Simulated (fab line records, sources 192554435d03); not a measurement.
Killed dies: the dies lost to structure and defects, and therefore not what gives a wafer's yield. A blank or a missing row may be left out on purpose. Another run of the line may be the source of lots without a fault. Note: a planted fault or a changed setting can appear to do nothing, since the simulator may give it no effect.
Matching of chambers ; flow n5 finfet ; N5_HKMG_FIN_STRIP_57 on rie diel-06 has 4 sister chambers
The step strips in CF4. 20 wafers are shown with their chamber, then 10 later ones without.

## WAFERS WITH THEIR CHAMBER
wafer;chamber;showerhead plenum p Torr (Torr);throttle valve pct (%);oes product au (a.u.)
L077.2;3;1.69;13.83;0.70
L077.3;1;1.80;13.86;0.74
L077.5;1;1.80;13.87;0.75
L079.3;2;1.78;13.69;0.75
L079.4;3;1.69;13.83;0.69
L079.5;2;1.78;13.71;0.74
L081.2;2;1.78;13.72;0.75
L081.3;1;1.79;13.88;0.74
L081.4;0;1.72;13.52;0.77
L082.1;2;1.78;13.72;0.74
L082.4;3;1.69;13.84;0.69
L082.5;2;1.78;13.73;0.74
L084.1;3;1.68;13.85;0.69
L084.2;0;1.72;13.55;0.77
L084.4;0;1.72;13.53;0.77
L087.2;0;1.72;13.56;0.75
L087.4;2;1.78;13.76;0.73
L087.5;1;1.79;13.89;0.73
L088.3;2;1.78;13.76;0.73
L088.4;2;1.78;13.77;0.73

SIGNATURES (means of the wafers above)
reading;chamber 0;chamber 1;chamber 2;chamber 3;scatter within a chamber
showerhead plenum p Torr;1.7200;1.7950;1.7800;1.6875;0.00331
throttle valve pct;13.5400;13.8750;13.7325;13.8375;0.0214
oes product au;0.7650;0.7400;0.7388;0.6925;0.00815
Rule: a wafer's distance from a chamber is the root of the sum, over the readings, of the square of ((its reading less the chamber's mean) divided by the reading's scatter). If the next closest chamber is less than 2 further off than the closest, the wafer can't be placed; otherwise it belongs to the closest. The scatter: the root of (the sum of the squares of (reading less its chamber's mean) over the shown wafers, divided by (wafers less chambers)).

## WAFERS WITHOUT THEIR CHAMBER
wafer;showerhead plenum p Torr (Torr);throttle valve pct (%);oes product au (a.u.)
L088.5;1.72;13.55;0.76
L089.1;1.78;13.76;0.73
L089.2;1.72;13.57;0.76
L089.3;1.79;13.90;0.73
L089.4;1.78;13.75;0.72
L089.5;1.72;13.55;0.75
L089.6;1.79;13.91;0.73
L097.1;1.71;13.60;0.74
L097.2;1.77;13.80;0.71
L097.5;1.89;13.30;0.93

## WHICH CHAMBER EACH WENT THROUGH
wafer;from the rows above;in truth
L088.5;0;0
L089.1;2;2
L089.2;0;0
L089.3;1;1
L089.4;2;2
L089.5;0;0
L089.6;1;1
L097.1;0;0
L097.2;2;2
L097.5;can't be placed: 2 or 1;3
Correctly placed: 9 of 10. Not placeable from these rows: 1 (in 0, the candidates include the true chamber). 0 placed wrongly.
